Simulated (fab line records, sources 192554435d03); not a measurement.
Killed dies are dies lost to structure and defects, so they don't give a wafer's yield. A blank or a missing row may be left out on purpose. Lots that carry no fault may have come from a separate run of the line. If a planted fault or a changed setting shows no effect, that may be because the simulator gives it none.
Chamber matching	flow n5 finfet	rie diel-03 running N5_DUMMY_GATE_STRIP_41: 4 sister chambers
The step strips in O2. 8 wafers are shown with their chamber, then 7 later ones without.

== WAFERS WITH THEIR CHAMBER ==
wafer	chamber	drypump motor current A (A)	showerhead plenum p Torr (Torr)
L074.3	2	5.27	2.09
L077.6	0	5.94	2.09
L079.3	0	5.94	2.09
L084.1	2	5.22	2.08
L084.4	3	5.13	2.14
L084.5	1	5.27	2.23
L086.3	1	5.28	2.23
L086.4	3	5.15	2.14

== WAFERS MISSING THEIR CHAMBER ==
wafer	drypump motor current A (A)	showerhead plenum p Torr (Torr)
L086.5	5.28	2.08
L090.2	5.27	2.08
L090.3	5.28	2.23
L090.4	5.95	2.09
L097.3	5.30	2.22
L097.5	5.94	2.08
L097.6	5.12	2.13

== WHICH CHAMBER EACH ONE RAN IN ==
wafer	from the rows above	in truth
L086.5	2	2
L090.2	2	2
L090.3	1	1
L090.4	0	0
L097.3	1	1
L097.5	0	0
L097.6	3	3
Correctly placed: 7 of 7. Left unplaced by these rows: 0. Number placed wrongly: 0.
How it was worked out, from the rows above alone: a wafer's distance from a chamber is the root of the sum, over the readings, of the square of ((its reading less the chamber's mean) divided by the reading's scatter). If the next closest chamber is less than 2 further off than the closest, the wafer can't be placed; otherwise it belongs to the closest. The mean given for a chamber averages the wafers shown for that chamber. The scatter is the square root of a quotient: the sum, over the shown wafers, of each reading's squared deviation from its chamber's mean, divided by wafers minus chambers.
